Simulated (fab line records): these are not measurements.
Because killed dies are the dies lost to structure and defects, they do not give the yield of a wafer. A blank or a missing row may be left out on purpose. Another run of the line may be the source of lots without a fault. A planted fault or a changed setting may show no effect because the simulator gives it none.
Matching of chambers + flow n5Finfet + N5_HKMG_FIN_STRIP_90 on rieDiel-03 has 4 sister chambers
The step strips SOC in N2/H2, time 20 s. 16 wafers are shown with their chamber, then 8 later ones without.

## WAFERS, EACH WITH ITS CHAMBER
| wafer  | chamber | showerheadPlenumPTorr (Torr) | throttleValvePct (%) | oesProductAu (a.u.) |
|--------|---------|------------------------------|----------------------|---------------------|
| L074.4 | 2       | 3.19                         | 18.5                 | 0.70                |
| L074.5 | 1       | 3.46                         | 19.9                 | 0.66                |
| L074.6 | 0       | 3.47                         | 18.4                 | 0.72                |
| L080.1 | 2       | 3.18                         | 18.5                 | 0.69                |
| L080.4 | 1       | 3.45                         | 19.4                 | 0.92                |
| L080.5 | 0       | 3.46                         | 18.4                 | 0.71                |
| L086.1 | 2       | 3.17                         | 18.5                 | 0.69                |
| L086.4 | 0       | 3.45                         | 18.4                 | 0.70                |
| L086.5 | 1       | 3.45                         | 19.5                 | 0.89                |
| L089.3 | 0       | 3.45                         | 18.4                 | 0.70                |
| L089.4 | 2       | 3.17                         | 18.5                 | 0.68                |
| L089.6 | 3       | 3.27                         | 18.8                 | 0.93                |
| L091.1 | 2       | 3.17                         | 18.5                 | 0.68                |
| L091.3 | 1       | 3.44                         | 19.5                 | 0.87                |
| L091.6 | 1       | 3.44                         | 19.5                 | 0.86                |
| L092.2 | 2       | 3.17                         | 18.6                 | 0.68                |

SIGNATURES, as means of the wafers listed above
| reading               | chamber 0 | chamber 1 | chamber 2 | chamber 3 | scatter within a chamber |
|-----------------------|-----------|-----------|-----------|-----------|--------------------------|
| showerheadPlenumPTorr | 3.4575    | 3.4480    | 3.1750    | 3.2700    | 0.00868                  |
| throttleValvePct      | 18.400    | 19.560    | 18.517    | 18.800    | 0.116                    |
| oesProductAu          | 0.7075    | 0.8400    | 0.6867    | 0.9300    | 0.06                     |
Rule: distance of a wafer from a chamber = root of the sum over the readings of ((wafer's reading minus chamber's mean) / reading's scatter) squared. The wafer belongs to the nearest chamber; if the next one is less than 2 further off, it can't be placed. The scatter: the root of (the sum of the squares of (reading less its chamber's mean) over the shown wafers, divided by (wafers less chambers)).

## WAFERS WITH NO CHAMBER GIVEN
| wafer  | showerheadPlenumPTorr (Torr) | throttleValvePct (%) | oesProductAu (a.u.) |
|--------|------------------------------|----------------------|---------------------|
| L092.4 | 3.45                         | 18.4                 | 0.69                |
| L092.6 | 3.17                         | 18.5                 | 0.67                |
| L094.1 | 3.44                         | 19.5                 | 0.85                |
| L094.2 | 3.45                         | 18.5                 | 0.68                |
| L094.6 | 3.16                         | 18.6                 | 0.68                |
| L096.1 | 3.44                         | 18.5                 | 0.69                |
| L096.2 | 3.16                         | 18.6                 | 0.67                |
| L096.3 | 3.26                         | 18.8                 | 0.92                |

## WHICH CHAMBER EACH ONE RAN IN
| wafer  | from the rows above | in truth |
|--------|---------------------|----------|
| L092.4 | 0                   | 0        |
| L092.6 | 2                   | 2        |
| L094.1 | 1                   | 1        |
| L094.2 | 0                   | 0        |
| L094.6 | 2                   | 2        |
| L096.1 | 0                   | 0        |
| L096.2 | 2                   | 2        |
| L096.3 | 3                   | 3        |
Correctly placed: 8 of 8. Can't be placed from these rows: 0. Number placed wrongly: 0.
